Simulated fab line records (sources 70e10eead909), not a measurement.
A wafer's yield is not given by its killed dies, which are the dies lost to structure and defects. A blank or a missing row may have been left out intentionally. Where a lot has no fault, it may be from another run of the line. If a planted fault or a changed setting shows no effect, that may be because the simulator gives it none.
fab line records / flow nandHarc / part 2 of 2: steps 40 to 40 of 40
[record] lots = 6 wafers = 18 lastDay = 24
route steps=1159 shown A_BONDPAD@1073 HYBRID_BOND@1094 THIN_TSV@1101 END@1159
lots untouched by any fault: they come from a run of this same line in which no faults occurred
startH: the number of hours between the record's first day and the start of the first shown wafer of the lot / waitH: hours since the lot's step before / " as in the row above / L1.1+2: several wafers, shown together as one row / - either no value or no given start / * or withheld: withheld / < > ~ a bound
route shown NAME@n: NAME is a module with steps in the file, n the number in the route of the first one / usual: mean and standard deviation over wafers with no fault / same: alike in all rows / chamber/n: place in a boat / sites: each site's reading / _std_site: their standard deviation / _edge_site: inner sites' mean taken away from outer sites' mean / radiusMm: for every site, how far away it sits from the centre of the wafer / mask NAME#n: copy n / behind: the last tool/chamber to shape the wafer / hold: what put the lot on hold/how long, in hours/how the hold closed / device: the n, p or np transistor that did not switch / end of line: the same wafers' tests at the end of the route / where a step has no rows: the recipe by itself / killed: count of dies lost to structure and defects at first sort (not the wafer's yield) / map: a wafer's dies, marking killed ones x, the rest . and places with no die _
set.NAME: the setting the step ran with; set.NAME@STEP: the setting that earlier step ran with / model.NAME: the simulator's own value behind a step, which no gauge read
lots at selected steps of the route; one table per step, one row per wafer
services: a tool's chamber out of use, with start hour (startH, from the record's first day; less than 0 if before it), hours out, and reason
[[steps]]
[step NHARC_END_SORT_01]
[recipe] tempC = 25
[usual] defectLimitedYield = 95.4/1.5 killedAtArray = 28/10 killedAtOther = 0.5/0.82 killedAtPeriphery = 3.4/2.2 killedDies = 31/10 killedOpen = 3.4/1.9 killedShort = 1.9/1.3 sort_bin_2_pct = 1.5/0.6 sort_bin_3_pct = 0.29/0.24 sort_bin_4_pct = 2.9/0.97 sortNPass = 646/10 sortRimYieldPct = 94.7/3 sortYieldPct = 95.4/1.5
[same] grossDies = 677 sort_bin_5_pct[%] = 0 sort_bin_6_pct[%] = 0 sort_bin_7_pct[%] = 0 sort_bin_8_pct[%] = 0 sortRimNGross = 106.00
lot.wafer=L334.1 tool=prober-01 chamber=0 startH=457.15 waitH=2.5 hold=- defectLimitedYield[%]=95.6 killedAtArray=25 killedAtOther=1 killedAtPeriphery=4 killedDies=30 killedOpen=3 killedShort=1 sort_bin_2_pct[%]=1.5 sort_bin_3_pct[%]=0.44 sort_bin_4_pct[%]=2.5 sortNPass=647 sortRimYieldPct[%]=98.1 sortYieldPct[%]=95.6
lot.wafer=L334.2 tool=prober-01 chamber=0 startH=457.95 waitH=2.8 hold=- defectLimitedYield[%]=97.8 killedAtArray=13 killedAtOther=0 killedAtPeriphery=2 killedDies=15 killedOpen=3 killedShort=0 sort_bin_2_pct[%]=0.4 sort_bin_3_pct[%]=0.15 sort_bin_4_pct[%]=1.6 sortNPass=662 sortRimYieldPct[%]=97.2 sortYieldPct[%]=97.8
lot.wafer=L334.3 tool=prober-01 chamber=0 startH=458.75 waitH=3.1 hold=- defectLimitedYield[%]=97.0 killedAtArray=17 killedAtOther=0 killedAtPeriphery=3 killedDies=20 killedOpen=5 killedShort=1 sort_bin_2_pct[%]=1.2 sort_bin_3_pct[%]=0 sort_bin_4_pct[%]=1.8 sortNPass=657 sortRimYieldPct[%]=94.3 sortYieldPct[%]=97.0
lot.wafer=L335.2 tool=prober-02 chamber=0 startH=474.79 waitH=2.8 hold=- defectLimitedYield[%]=97.3 killedAtArray=17 killedAtOther=0 killedAtPeriphery=1 killedDies=18 killedOpen=2 killedShort=1 sort_bin_2_pct[%]=0.9 sort_bin_3_pct[%]=0 sort_bin_4_pct[%]=1.8 sortNPass=659 sortRimYieldPct[%]=99.1 sortYieldPct[%]=97.3
lot.wafer=L335.3 tool=prober-02 chamber=0 startH=475.60 waitH=3.1 hold=- defectLimitedYield[%]=95.6 killedAtArray=26 killedAtOther=0 killedAtPeriphery=4 killedDies=30 killedOpen=3 killedShort=2 sort_bin_2_pct[%]=1.2 sort_bin_3_pct[%]=0.30 sort_bin_4_pct[%]=3.0 sortNPass=647 sortRimYieldPct[%]=96.2 sortYieldPct[%]=95.6
lot.wafer=L335.4 tool=prober-02 chamber=0 startH=476.40 waitH=3.4 hold=- defectLimitedYield[%]=96.2 killedAtArray=20 killedAtOther=0 killedAtPeriphery=6 killedDies=26 killedOpen=7 killedShort=1 sort_bin_2_pct[%]=1.2 sort_bin_3_pct[%]=0.15 sort_bin_4_pct[%]=2.5 sortNPass=651 sortRimYieldPct[%]=96.2 sortYieldPct[%]=96.2
lot.wafer=L344.3 tool=prober-02 chamber=0 startH=509.21 waitH=3.1 hold=awaitDispo/1.5h/release defectLimitedYield[%]=0 killedAtArray=671 killedAtOther=1 killedAtPeriphery=5 killedDies=677 killedOpen=6 killedShort=3 sort_bin_2_pct[%]=95.9 sort_bin_3_pct[%]=0.15 sort_bin_4_pct[%]=4.0 sortNPass=0 sortRimYieldPct[%]=0 sortYieldPct[%]=0
lot.wafer=L344.5 tool=prober-02 chamber=0 startH=510.79 waitH=3.7 hold=awaitDispo/1.5h/release defectLimitedYield[%]=94.5 killedAtArray=34 killedAtOther=0 killedAtPeriphery=3 killedDies=37 killedOpen=3 killedShort=2 sort_bin_2_pct[%]=2.2 sort_bin_3_pct[%]=0.15 sort_bin_4_pct[%]=3.1 sortNPass=640 sortRimYieldPct[%]=98.1 sortYieldPct[%]=94.5
lot.wafer=L344.6 tool=prober-02 chamber=0 startH=511.58 waitH=4.0 hold=awaitDispo/1.5h/release defectLimitedYield[%]=95.9 killedAtArray=24 killedAtOther=0 killedAtPeriphery=4 killedDies=28 killedOpen=3 killedShort=0 sort_bin_2_pct[%]=1.2 sort_bin_3_pct[%]=0.44 sort_bin_4_pct[%]=2.5 sortNPass=649 sortRimYieldPct[%]=93.4 sortYieldPct[%]=95.9
lot.wafer=L343.1 tool=prober-02 chamber=0 startH=515.44 waitH=2.6 hold=awaitDispo/3.5h/release defectLimitedYield[%]=96.0 killedAtArray=24 killedAtOther=0 killedAtPeriphery=3 killedDies=27 killedOpen=3 killedShort=1 sort_bin_2_pct[%]=1.8 sort_bin_3_pct[%]=0 sort_bin_4_pct[%]=2.2 sortNPass=650 sortRimYieldPct[%]=89.6 sortYieldPct[%]=96.0
lot.wafer=L343.2 tool=prober-02 chamber=0 startH=516.24 waitH=2.8 hold=awaitDispo/3.5h/release defectLimitedYield[%]=0 killedAtArray=671 killedAtOther=0 killedAtPeriphery=6 killedDies=677 killedOpen=2 killedShort=2 sort_bin_2_pct[%]=96.9 sort_bin_3_pct[%]=0.74 sort_bin_4_pct[%]=2.4 sortNPass=0 sortRimYieldPct[%]=0 sortYieldPct[%]=0
lot.wafer=L343.3 tool=prober-02 chamber=0 startH=517.04 waitH=3.1 hold=awaitDispo/3.5h/release defectLimitedYield[%]=0 killedAtArray=671 killedAtOther=1 killedAtPeriphery=5 killedDies=677 killedOpen=4 killedShort=3 sort_bin_2_pct[%]=96.9 sort_bin_3_pct[%]=0 sort_bin_4_pct[%]=3.1 sortNPass=0 sortRimYieldPct[%]=0 sortYieldPct[%]=0
lot.wafer=L349.1 tool=prober-01 chamber=0 startH=523.21 waitH=2.5 hold=- defectLimitedYield[%]=97.9 killedAtArray=12 killedAtOther=0 killedAtPeriphery=2 killedDies=14 killedOpen=1 killedShort=3 sort_bin_2_pct[%]=0.1 sort_bin_3_pct[%]=0.30 sort_bin_4_pct[%]=1.6 sortNPass=663 sortRimYieldPct[%]=99.1 sortYieldPct[%]=97.9
lot.wafer=L349.2 tool=prober-01 chamber=0 startH=524.00 waitH=2.8 hold=- defectLimitedYield[%]=96.0 killedAtArray=20 killedAtOther=0 killedAtPeriphery=7 killedDies=27 killedOpen=5 killedShort=3 sort_bin_2_pct[%]=1.6 sort_bin_3_pct[%]=0.30 sort_bin_4_pct[%]=2.1 sortNPass=650 sortRimYieldPct[%]=97.2 sortYieldPct[%]=96.0
lot.wafer=L349.3 tool=prober-01 chamber=0 startH=524.80 waitH=3.1 hold=- defectLimitedYield[%]=97.5 killedAtArray=15 killedAtOther=0 killedAtPeriphery=2 killedDies=17 killedOpen=1 killedShort=2 sort_bin_2_pct[%]=0.9 sort_bin_3_pct[%]=0 sort_bin_4_pct[%]=1.6 sortNPass=660 sortRimYieldPct[%]=95.3 sortYieldPct[%]=97.5
lot.wafer=L354.3 tool=prober-01 chamber=0 startH=570.75 waitH=3.1 hold=- defectLimitedYield[%]=92.6 killedAtArray=48 killedAtOther=0 killedAtPeriphery=2 killedDies=50 killedOpen=2 killedShort=0 sort_bin_2_pct[%]=1.8 sort_bin_3_pct[%]=1.03 sort_bin_4_pct[%]=4.6 sortNPass=627 sortRimYieldPct[%]=94.3 sortYieldPct[%]=92.6
lot.wafer=L354.5 tool=prober-01 chamber=0 startH=572.35 waitH=3.7 hold=- defectLimitedYield[%]=92.2 killedAtArray=52 killedAtOther=0 killedAtPeriphery=1 killedDies=53 killedOpen=2 killedShort=2 sort_bin_2_pct[%]=3.2 sort_bin_3_pct[%]=0.30 sort_bin_4_pct[%]=4.3 sortNPass=624 sortRimYieldPct[%]=86.8 sortYieldPct[%]=92.2
lot.wafer=L354.6 tool=prober-01 chamber=0 startH=573.16 waitH=4.0 hold=- defectLimitedYield[%]=93.1 killedAtArray=46 killedAtOther=0 killedAtPeriphery=1 killedDies=47 killedOpen=2 killedShort=1 sort_bin_2_pct[%]=1.5 sort_bin_3_pct[%]=0.59 sort_bin_4_pct[%]=4.9 sortNPass=630 sortRimYieldPct[%]=91.5 sortYieldPct[%]=93.1
// killed by level:class
L334.1 A_SLIT:chamberFilmFlake=14 P_BONDPAD:chamberFilmFlake=3 A_CHANNEL_HOLE_D1:chamberFilmFlake=3 A_CONTACT:chamberFilmFlake=3 A_ONON_D1:geometricParticle:open=1 A_WL_FILL:geometricParticle:short=1 A_CONTACT:geometricParticle:open=1 A_M0:geometricParticle:open=1
L334.2 A_SLIT:chamberFilmFlake=6 A_SOURCE_PLATE:geometricParticle:open=2 P_BONDPAD:chamberFilmFlake=2 A_CHANNEL_HOLE_D1:chamberFilmFlake=2 A_STAIRCASE:chamberFilmFlake=2 A_CONTACT:geometricParticle:open=1
L334.3 A_CHANNEL_HOLE_D1:chamberFilmFlake=5 A_SLIT:chamberFilmFlake=3 A_STAIRCASE:chamberFilmFlake=2 P_CONTACT:geometricParticle:open=1 A_WL_FILL:geometricParticle:short=1 A_WL_FILL:geometricParticle:open=1 A_CONTACT:geometricParticle:open=1 A_BLC:geometricParticle:open=1
L335.2 A_CHANNEL_HOLE_D1:chamberFilmFlake=11 A_WL_FILL:chamberFilmFlake=2 A_CHANNEL_FILL_D1:geometricParticle:open=1 A_CONTACT:geometricParticle:short=1 A_CONTACT:geometricParticle:open=1 P_GATE:chamberFilmFlake=1 A_CHANNEL_FILL_D1:chamberFilmFlake=1
L335.3 A_CHANNEL_HOLE_D1:chamberFilmFlake=17 A_STAIRCASE:chamberFilmFlake=2 P_CONTACT:geometricParticle:short=1 P_M1:geometricParticle:open=1 A_ONON_D1:geometricParticle:open=1 A_CHANNEL_FILL_D1:geometricParticle:short=1 A_CONTACT:geometricParticle:open=1 P_GATE:chamberFilmFlake=1
L335.4 A_CHANNEL_HOLE_D1:chamberFilmFlake=11 A_CONTACT:chamberFilmFlake=3 P_STI:geometricParticle:open=2 P_CONTACT:geometricParticle:open=2 A_CONTACT:geometricParticle:open=2 A_CHANNEL_HOLE_D1:geometricParticle:short=1 A_STAIRCASE:geometricParticle:open=1 P_ZERO_WELL:chamberFilmFlake=1
L344.3 A_BONDPAD:areaPvd=643 A_CHANNEL_HOLE_D1:chamberFilmFlake=17 P_STI:chamberFilmFlake=3 A_M0:geometricParticle:open=2 P_M0:chamberFilmFlake=2 A_SLIT:chamberFilmFlake=2 A_CHANNEL_HOLE_D1:geometricParticle:short=1 A_CHANNEL_FILL_D1:geometricParticle:open=1
L344.5 A_CHANNEL_HOLE_D1:chamberFilmFlake=21 A_SLIT:chamberFilmFlake=4 A_STAIRCASE:chamberFilmFlake=2 P_CONTACT:geometricParticle:open=1 A_CHANNEL_FILL_D1:geometricParticle:short=1 A_WL_FILL:geometricParticle:short=1 A_CONTACT:geometricParticle:open=1 A_BLC:geometricParticle:open=1
L344.6 A_CHANNEL_HOLE_D1:chamberFilmFlake=13 A_STAIRCASE:chamberFilmFlake=5 P_STI:chamberFilmFlake=2 A_CONTACT:chamberFilmFlake=2 P_CONTACT:geometricParticle:open=1 A_CONTACT:geometricParticle:open=1 A_BLC:geometricParticle:open=1 P_M0:chamberFilmFlake=1
L343.1 A_SLIT:chamberFilmFlake=10 A_CHANNEL_HOLE_D1:chamberFilmFlake=5 A_CONTACT:geometricParticle:open=2 P_M0:chamberFilmFlake=2 A_CONTACT:chamberFilmFlake=2 A_CHANNEL_FILL_D1:geometricParticle:open=1 A_WL_FILL:geometricParticle:short=1 P_BONDPAD:chamberFilmFlake=1
L343.2 A_BONDPAD:areaPvd=645 A_SLIT:chamberFilmFlake=11 A_CHANNEL_HOLE_D1:chamberFilmFlake=4 A_STAIRCASE:chamberFilmFlake=3 A_WL_FILL:chamberFilmFlake=3 P_ZERO_WELL:chamberFilmFlake=2 P_BONDPAD:chamberFilmFlake=2 A_CHANNEL_FILL_D1:chamberFilmFlake=2
L343.3 A_BONDPAD:areaPvd=651 A_SLIT:chamberFilmFlake=8 P_BONDPAD:chamberFilmFlake=3 A_STAIRCASE:chamberFilmFlake=3 A_CHANNEL_FILL_D1:chamberFilmFlake=2 A_CONTACT:chamberFilmFlake=2 P_GATE:geometricParticle:short=1 P_M0:geometricParticle:short=1
L349.1 A_CHANNEL_HOLE_D1:chamberFilmFlake=3 A_M0:geometricParticle:short=2 P_STI:chamberFilmFlake=2 A_STAIRCASE:chamberFilmFlake=2 A_CONTACT:chamberFilmFlake=2 A_WL_FILL:geometricParticle:short=1 A_CONTACT:geometricParticle:open=1 A_WL_FILL:chamberFilmFlake=1
L349.2 A_CHANNEL_HOLE_D1:chamberFilmFlake=8 A_CONTACT:chamberFilmFlake=3 P_STI:geometricParticle:open=2 A_WL_FILL:chamberFilmFlake=2 A_STAIRCASE:chamberFilmFlake=2 P_GATE:geometricParticle:open=1 P_CONTACT:geometricParticle:open=1 P_M0:geometricParticle:short=1
L349.3 A_STAIRCASE:chamberFilmFlake=4 A_CHANNEL_HOLE_D1:chamberFilmFlake=3 A_ONON_D1:geometricParticle:short=2 A_BLC:chamberFilmFlake=2 P_M0:geometricParticle:open=1 P_GATE:chamberFilmFlake=1 A_CHANNEL_FILL_D1:chamberFilmFlake=1 A_SLIT:chamberFilmFlake=1
L354.3 A_CHANNEL_HOLE_D1:chamberFilmFlake=24 A_CONTACT:chamberFilmFlake=11 A_STAIRCASE:chamberFilmFlake=5 A_SLIT:chamberFilmFlake=3 A_M0:chamberFilmFlake=2 A_CHANNEL_HOLE_D1:geometricParticle:open=1 A_SGD_CUT:geometricParticle:open=1 P_STI:chamberFilmFlake=1
L354.5 A_CHANNEL_HOLE_D1:chamberFilmFlake=23 A_STAIRCASE:chamberFilmFlake=9 A_CONTACT:chamberFilmFlake=8 A_M0:chamberFilmFlake=4 A_WL_FILL:chamberFilmFlake=3 A_ONON_D1:geometricParticle:short=1 A_ONON_D1:geometricParticle:open=1 A_CHANNEL_FILL_D1:geometricParticle:short=1
L354.6 A_CHANNEL_HOLE_D1:chamberFilmFlake=20 A_STAIRCASE:chamberFilmFlake=13 A_CONTACT:chamberFilmFlake=7 A_CONTACT:geometricParticle:open=2 A_M0:chamberFilmFlake=2 A_ONON_D1:geometricParticle:short=1 P_STI:chamberFilmFlake=1 A_WL_FILL:chamberFilmFlake=1
// map L343.2 (x killed, . not)
____________x____________
_________xxxxxxx_________
_______xxxxxxxxxxx_______
______xxxxxxxxxxxxx______
_____xxxxxxxxxxxxxxx_____
____xxxxxxxxxxxxxxxxx____
____xxxxxxxxxxxxxxxxx____
___xxxxxxxxxxxxxxxxxxx___
___xxxxxxxxxxxxxxxxxxx___
__xxxxxxxxxxxxxxxxxxxxx__
__xxxxxxxxxxxxxxxxxxxxx__
_xxxxxxxxxxxxxxxxxxxxxxx_
_xxxxxxxxxxxxxxxxxxxxxxx_
_xxxxxxxxxxxxxxxxxxxxxxx_
_xxxxxxxxxxxxxxxxxxxxxxx_
_xxxxxxxxxxxxxxxxxxxxxxx_
xxxxxxxxxxxxxxxxxxxxxxxxx
xxxxxxxxxxxxxxxxxxxxxxxxx
xxxxxxxxxxxxxxxxxxxxxxxxx
xxxxxxxxxxxxxxxxxxxxxxxxx
xxxxxxxxxxxxxxxxxxxxxxxxx
_xxxxxxxxxxxxxxxxxxxxxxx_
_xxxxxxxxxxxxxxxxxxxxxxx_
_xxxxxxxxxxxxxxxxxxxxxxx_
_xxxxxxxxxxxxxxxxxxxxxxx_
_xxxxxxxxxxxxxxxxxxxxxxx_
__xxxxxxxxxxxxxxxxxxxxx__
__xxxxxxxxxxxxxxxxxxxxx__
___xxxxxxxxxxxxxxxxxxx___
___xxxxxxxxxxxxxxxxxxx___
____xxxxxxxxxxxxxxxxx____
____xxxxxxxxxxxxxxxxx____
_____xxxxxxxxxxxxxxx_____
______xxxxxxxxxxxxx______
_______xxxxxxxxxxx_______
_________xxxxxxx_________
____________x____________
// map L344.3 (x killed, . not)
____________x____________
_________xxxxxxx_________
_______xxxxxxxxxxx_______
______xxxxxxxxxxxxx______
_____xxxxxxxxxxxxxxx_____
____xxxxxxxxxxxxxxxxx____
____xxxxxxxxxxxxxxxxx____
___xxxxxxxxxxxxxxxxxxx___
___xxxxxxxxxxxxxxxxxxx___
__xxxxxxxxxxxxxxxxxxxxx__
__xxxxxxxxxxxxxxxxxxxxx__
_xxxxxxxxxxxxxxxxxxxxxxx_
_xxxxxxxxxxxxxxxxxxxxxxx_
_xxxxxxxxxxxxxxxxxxxxxxx_
_xxxxxxxxxxxxxxxxxxxxxxx_
_xxxxxxxxxxxxxxxxxxxxxxx_
xxxxxxxxxxxxxxxxxxxxxxxxx
xxxxxxxxxxxxxxxxxxxxxxxxx
xxxxxxxxxxxxxxxxxxxxxxxxx
xxxxxxxxxxxxxxxxxxxxxxxxx
xxxxxxxxxxxxxxxxxxxxxxxxx
_xxxxxxxxxxxxxxxxxxxxxxx_
_xxxxxxxxxxxxxxxxxxxxxxx_
_xxxxxxxxxxxxxxxxxxxxxxx_
_xxxxxxxxxxxxxxxxxxxxxxx_
_xxxxxxxxxxxxxxxxxxxxxxx_
__xxxxxxxxxxxxxxxxxxxxx__
__xxxxxxxxxxxxxxxxxxxxx__
___xxxxxxxxxxxxxxxxxxx___
___xxxxxxxxxxxxxxxxxxx___
____xxxxxxxxxxxxxxxxx____
____xxxxxxxxxxxxxxxxx____
_____xxxxxxxxxxxxxxx_____
______xxxxxxxxxxxxx______
_______xxxxxxxxxxx_______
_________xxxxxxx_________
____________x____________
[[services]]
tool=rieDiel-03 chamber=0 startH=401.82 hours=- kind=clean
tool=rieDiel-03 chamber=1 startH=401.82 hours=- kind=clean
tool=rieDiel-03 chamber=2 startH=401.82 hours=- kind=clean
tool=rieDiel-03 chamber=3 startH=401.82 hours=- kind=clean
tool=rieDiel-07 chamber=- startH=405.20 hours=9.0 kind=pm
tool=rieDiel-03 chamber=0 startH=426.32 hours=- kind=clean
tool=rieDiel-03 chamber=1 startH=426.32 hours=- kind=clean
tool=rieDiel-03 chamber=2 startH=426.32 hours=- kind=clean
tool=rieDiel-03 chamber=3 startH=426.32 hours=- kind=clean
tool=rieDiel-07 chamber=0 startH=439.06 hours=1.8 kind=repair
tool=rieDiel-03 chamber=0 startH=450.82 hours=- kind=clean
tool=rieDiel-03 chamber=1 startH=450.82 hours=- kind=clean
tool=rieDiel-03 chamber=2 startH=450.82 hours=- kind=clean
tool=rieDiel-03 chamber=3 startH=450.82 hours=- kind=clean
tool=pvdSputter-03 chamber=- startH=458.02 hours=10.0 kind=pm
tool=pvdSputter-01 chamber=- startH=461.95 hours=0.5 kind=repair
tool=pvdSputter-02 chamber=- startH=467.32 hours=1.1 kind=repair
tool=rieDiel-03 chamber=0 startH=475.32 hours=- kind=clean
tool=rieDiel-03 chamber=1 startH=475.32 hours=- kind=clean
tool=rieDiel-03 chamber=2 startH=475.32 hours=- kind=clean
tool=rieDiel-03 chamber=3 startH=475.32 hours=- kind=clean
tool=rieDiel-07 chamber=2 startH=495.11 hours=1.8 kind=repair
tool=pvdSputter-01 chamber=- startH=498.21 hours=26.7 kind=repair
tool=rieDiel-03 chamber=0 startH=499.82 hours=- kind=clean
[[key]]
[firstSign] step = NHARC_END_SORT_01 reading = sort_bin_2_pct direction = up sigmas = 99+ usual = 1.5 struck = 96.6
[effect] step = NHARC_END_SORT_01 reading = killedAtArray direction = up sigmas = 63 usual = 28 struck = 671
[moreKillsBornAt] NHARC_A_BONDPAD_PVD_27@pvdSputter-02 = 1939
metAt NHARC_A_BONDPAD_PVD_27
struckWafers L343.2,L343.3,L344.3
laterRowsLeftOut L343.2,L343.3,L344.3
onsetBetween 438.99 476.80
[fault] kind = processParameterDrift tool = pvdSputter-02 chamber = - onsetH = 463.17 steps = NHARC_A_BONDPAD_PVD_27 channel = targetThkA offset = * shape = step endH = 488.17 scope = struckWafersOnly actsIn = * stated = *
// laterRowsLeftOut: the simulator's readings of these wafers behind a module that went badly wrong aren't trusted and aren't shown, but for the sort
